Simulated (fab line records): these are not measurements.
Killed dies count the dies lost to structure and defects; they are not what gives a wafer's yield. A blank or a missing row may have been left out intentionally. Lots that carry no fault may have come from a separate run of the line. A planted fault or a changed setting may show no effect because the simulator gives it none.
8D (eight disciplines) problem report, filled in by code || flow n5_finfet || the parts of the form that need people (team, actions taken, sign-off) are left out

## 1. WHAT WENT WRONG
Wafers with no fault read 0.63 a.u. with a standard deviation of 0.061, whereas oes_product_au at N5_BEOL_M0_CUTY_ETCH_63 reads a mean of 0.88 a.u. on 1 wafer of 1 lot. Measured from the usual mean, that is +4.1 standard deviations.
The step: etches SOC in N2/H2, target depth 82.7 nm, overetch 16.5 nm, time 124 s.
First seen on wafer L579.5, day 11 15:01, on rie_diel-03. Wafers with a number at this step in the record: 14, from 5 lots. Rule for "out" (also "out of limits"): further than 4 standard deviations from the usual mean. Any other wafer with a number is counted as sound.

## 2. WHAT IT IS; WHAT IT IS NOT
{"question": "which readings at this step", "is": "oes_product_au", "is not": "chamber_pressure_mTorr, drypump_motor_current_A, h2_flow_sccm, rf_vpp_V, showerhead_plenum_p_Torr, temp_c, throttle_valve_pct"}
{"question": "which lots", "is": "L579", "is not": "L561, L562, L573, L580"}
{"question": "which wafers of those lots", "is": "L579.5", "is not": "L579.1"}
{"question": "read on which tools", "is": "rie_diel-03", "is not": "rie_diel-04, rie_diel-05"}
{"question": "when", "is": "from day 11 15:01", "is not": "up to then (13 sound wafers)"}

## 3. WHAT RULES OUT EACH SUSPECT
Counting: any tool at a process step up to the reading remains a suspect provided it ran every lot that is out. Sound lots after the first of them don't rule it out here, since some wafers of a struck lot are sound.
- rie_diel-03 at N5_BEOL_M0_CUTY_DESCUM_61 (chemistry O2, time 7.9 s): kept. The lot that is out, L579, ran on it at day 11 14:56; the last sound lot it ran before that was L573, at day 9 17:17.
- rie_diel-03 at N5_BEOL_M0_CUTY_ETCH_62 (etches SiARC in CF4, time 58.5 s): kept. The lot that is out, L579, ran on it at day 11 14:58; the last sound lot it ran before that was L573, at day 9 17:19.
- rie_diel-03 at N5_BEOL_M0_CUTY_ETCH_63 (etches SOC in N2/H2, target depth 82.7 nm, overetch 16.5 nm, time 124 s): kept. The lot that is out, L579, ran on it at day 11 15:01; the last sound lot it ran before that was L573, at day 9 17:22. Its own readings are out on those wafers: oes_product_au.
- At N5_BEOL_M0_CUTY_DESCUM_61 on rie_diel-03, chamber 2 took the sound wafers of the same lots and chamber 0 took the wafers that are out.
- At N5_BEOL_M0_CUTY_ETCH_62 on rie_diel-03, chamber 2 took the sound wafers of the same lots and chamber 0 took the wafers that are out.
- At N5_BEOL_M0_CUTY_ETCH_63 on rie_diel-03, chamber 2 took the sound wafers of the same lots and chamber 0 took the wafers that are out.
Left after counting: rie_diel-03 at N5_BEOL_M0_CUTY_DESCUM_61, rie_diel-03 at N5_BEOL_M0_CUTY_ETCH_62, rie_diel-03 at N5_BEOL_M0_CUTY_ETCH_63.

## 4. THE CAUSE (what the simulator had put in)
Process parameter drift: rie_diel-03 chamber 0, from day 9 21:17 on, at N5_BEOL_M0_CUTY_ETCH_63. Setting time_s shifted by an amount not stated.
Of the 3 suspects that counting leaves, this tool is one.

## 5. THE CHAIN OF EFFECTS, in route order
Rows list readings where the struck wafers' mean (over those with a number) sits beyond 3 standard deviations from the usual. Only readings for which the record gives a usual standard deviation are gone through. hours: the time from each lot's start at the first step in this table that gives one to its start at this step, as a median over the lots. sigmas: the change in usual standard deviations.
{"hours": 0, "step": "N5_BEOL_M0_CUTY_ETCH_63", "reading": "oes_product_au", "usual": "0.63 a.u.", "on struck wafers": 0.88, "change": "+0.25", "sigmas": "+4.1"}
It contains these process steps:
- N5_BEOL_M0_CUTY_ETCH_63: etches SOC in N2/H2, target depth 82.7 nm, overetch 16.5 nm, time 124 s.
Later measuring or inspecting steps at which every struck wafer that the step has a row for has a number for every such reading, and none has moved that far: N5_BEOL_M4_RC_MEAS_101.

## 6. WHAT WOULD HAVE CAUGHT IT SOONER
42 hours passed between the start of the fault at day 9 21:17 and the first reading out of limits in this record, taken at day 11 15:01.
